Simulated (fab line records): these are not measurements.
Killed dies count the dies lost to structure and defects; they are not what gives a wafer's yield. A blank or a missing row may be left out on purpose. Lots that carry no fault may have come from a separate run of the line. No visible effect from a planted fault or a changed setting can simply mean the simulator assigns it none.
Chamber matching    flow nand_harc    NHARC_A_CHANNEL_FILL_D1_STRIP_28 on rie_diel-07: 4 sister chambers
The step strips in O2, time 20 s. 4 wafers are shown with their chamber, then 7 later ones without.

## WAFERS, EACH WITH ITS CHAMBER
wafer   chamber  drypump_motor_current_A (A)
L077.4  0        6.5
L081.4  3        5.7
L082.2  2        5.7
L082.4  1        5.0

## WAFERS WITH NO CHAMBER GIVEN
wafer   drypump_motor_current_A (A)
L082.6  5.7
L085.1  5.0
L085.3  6.5
L085.6  5.7
L093.1  5.6
L093.3  5.7
L093.5  6.5

## WHICH CHAMBER EACH WENT THROUGH
wafer   from the rows above      in truth
L082.6  can't be placed: 2 or 3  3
L085.1  1                        1
L085.3  0                        0
L085.6  can't be placed: 2 or 3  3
L093.1  can't be placed: 2 or 3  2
L093.3  can't be placed: 2 or 3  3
L093.5  0                        0
Correct placement for 3 of the 7. Cannot be placed on the basis of these rows: 4; the candidates contain the true chamber in 4. 0 placed wrongly.
How it was worked out, from the rows above alone: a wafer's distance from a chamber is the root of the sum, over the readings, of the square of ((its reading less the chamber's mean) divided by the reading's scatter). The wafer belongs to the nearest chamber; if the next one is less than 2 further off, it can't be placed. A chamber's mean is the mean of its shown wafers. The scatter (one wafer shown for each chamber): square how far every hidden wafer sits from the nearest shown wafer, average those squares and take the square root.
